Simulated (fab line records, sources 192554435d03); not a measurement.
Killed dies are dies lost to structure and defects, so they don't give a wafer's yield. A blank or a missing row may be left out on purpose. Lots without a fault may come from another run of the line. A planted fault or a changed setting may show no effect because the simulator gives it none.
Which tool did it? | flow n5_finfet | 12 lots, 36 wafers sampled, at 2 steps of a route of 1938

WHAT THE GAUGES READ, wafer by wafer
N5_BEOL_M4_CD_MEAS_35: target cd 18 nm, target cd y 22.4 nm.
lot  | measured     | on        | cd_nm (nm)
L075 | day 8 11:50  | cd_sem-01 | 18.1 17.7 18.5
L077 | day 9 04:02  | cd_sem-03 | 17.3 18.4 18.1
L079 | day 9 15:14  | cd_sem-02 | 17.9 17.4 18.0
L081 | day 10 04:52 | cd_sem-01 | 18.1 18.1 18.0
L082 | day 10 10:28 | cd_sem-03 | 17.8 17.8 18.2
L085 | day 10 23:27 | cd_sem-01 | 17.8 17.6 17.5
L088 | day 12 00:35 | cd_sem-01 | 17.5 17.3 17.3
L089 | day 12 07:51 | cd_sem-02 | 18.1 18.2 17.9
L090 | day 12 11:00 | cd_sem-03 | 18.2 17.4 17.3
L092 | day 13 12:49 | cd_sem-01 | 18.5 17.7 17.5
L095 | day 13 21:27 | cd_sem-03 | 17.7 18.1 17.9
L097 | day 14 19:37 | cd_sem-01 | 18.2 18.5 18.0

WHICH TOOL RAN EACH LOT (tool, then ch and the chambers of the sampled wafers, then the start)
lot  | N5_BEOL_M4_STRIP_97
L075 | rie_diel-03 ch 0,1,3, day 8 11:50 or earlier
L077 | rie_diel-06 ch 0,2,3, day 9 04:02 or earlier
L079 | rie_diel-05 ch 1,3, day 9 15:14 or earlier
L081 | rie_diel-03 ch 0,3, day 10 04:52 or earlier
L082 | rie_diel-06 ch 0,1,3, day 10 10:28 or earlier
L085 | rie_diel-03 ch 2,3, day 10 23:27 or earlier
L088 | rie_diel-06 ch 1,2,3, day 12 00:35 or earlier
L089 | rie_diel-03 ch 1,3, day 12 07:51 or earlier
L090 | rie_diel-05 ch 2,3, day 12 11:00 or earlier
L092 | rie_diel-05 ch 0,1,2, day 13 12:49 or earlier
L095 | rie_diel-03 ch 0,3, day 13 21:27 or earlier
L097 | rie_diel-05 ch 2,3, day 14 19:37 or earlier
- N5_BEOL_M4_STRIP_97: strips in N2/H2, time 10 s.

THE ANSWER, worked out from the rows above alone
Rule: what is usual is taken from the lots themselves. Put in order of their means at a reading, lots are off if they are a third of the lots or fewer, leave a main group of 4 or more, and stand apart from it by a gap of 3 or more times the standard deviation of the main group's means; of several such gaps the widest counts. A main group whose means are all the same, to the digits that the tables above print for the reading, isn't used. A lot without any number at a reading at which 4 lots or more have one is off too. The other lots that the step has rows for count as sound.
No lot is off at any reading shown: from this, nothing can be told.

WHAT THE SIMULATOR HAD PUT IN
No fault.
